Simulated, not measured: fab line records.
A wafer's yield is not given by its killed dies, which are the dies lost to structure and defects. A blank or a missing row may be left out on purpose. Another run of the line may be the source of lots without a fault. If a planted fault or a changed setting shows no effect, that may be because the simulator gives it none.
Which tool is to blame?	flow nand harc	6 lots with 18 wafers sampled at 4 steps, on a route of 1159 steps

== WHAT EACH GAUGE READ, for each wafer ==
NHARC_A_M0_OVL_MEAS_10: pitch 160 nm.
lot	measured	on	overlay x nm (nm)
L185	day 17 21:59	overlay-01	-0.4 0.0 -0.1
L186	day 18 01:56	overlay-01	-1.6 -1.7 -1.4
L188	day 18 10:02	overlay-01	0.6 1.0 1.0
L192	day 19 16:29	overlay-02	0.4 0.4 0.1
L193	day 20 02:35	overlay-01	-0.3 0.1 0.1
L197	day 20 21:59	overlay-01	1.1 1.1 1.4

== EACH LOT AND THE TOOL THAT RAN IT (in order: tool; ch and the chambers of the sampled wafers; start) ==
lot	NHARC_A_BLC_DEGAS_30	NHARC_A_BLC_ALD_23	NHARC_A_M0_SOFTBAKE_04
L185	pvd sputter-01, day 17 19:32	ald metal-04 ch 1,2,3, day 17 19:48	litho track-04 ch 0, day 17 21:00
L186	pvd sputter-02, day 17 23:40	ald metal-02 ch 0,2, day 17 23:55	litho track-06 ch 0, day 18 01:00
L188	pvd sputter-01, day 18 05:47	ald metal-03 ch 0,1, day 18 06:01	litho track-06 ch 0, day 18 09:00
L192	pvd sputter-02, day 19 10:32	ald metal-02 ch 0,1,3, day 19 10:48	litho track-06 ch 0, day 19 15:00
L193	pvd sputter-02, day 19 22:17	ald metal-03 ch 0,1, day 19 22:31	litho track-04 ch 0, day 20 02:00
L197	pvd sputter-03, day 20 17:25	ald metal-02 ch 0,2,3, day 20 17:40	litho track-04 ch 0, day 20 21:00
- NHARC_A_BLC_DEGAS_30: time 60 s.
- NHARC_A_BLC_ALD_23: deposits TiN, target thk 3 nm, pulse time 1 s, ald cycles 150.
- NHARC_A_M0_SOFTBAKE_04: time 55 s.

== THE ANSWER, worked out from the rows above alone ==
Rule: the usual values come from the lots themselves. Put in order of their means at a reading, lots are off if they are a third of the lots or fewer, leave a main group of 4 or more, and stand apart from it by a gap of 3 or more times the standard deviation of the main group's means; of several such gaps the widest counts. A main group is skipped when, at the precision printed for the reading in the tables above, its means are all equal. A lot without any number at a reading at which 4 lots or more have one is off too. Any other lot the step has rows for is counted as sound.
No lot is off at any reading shown: from this, nothing can be told.

== WHAT WAS PUT IN BY THE SIMULATOR ==
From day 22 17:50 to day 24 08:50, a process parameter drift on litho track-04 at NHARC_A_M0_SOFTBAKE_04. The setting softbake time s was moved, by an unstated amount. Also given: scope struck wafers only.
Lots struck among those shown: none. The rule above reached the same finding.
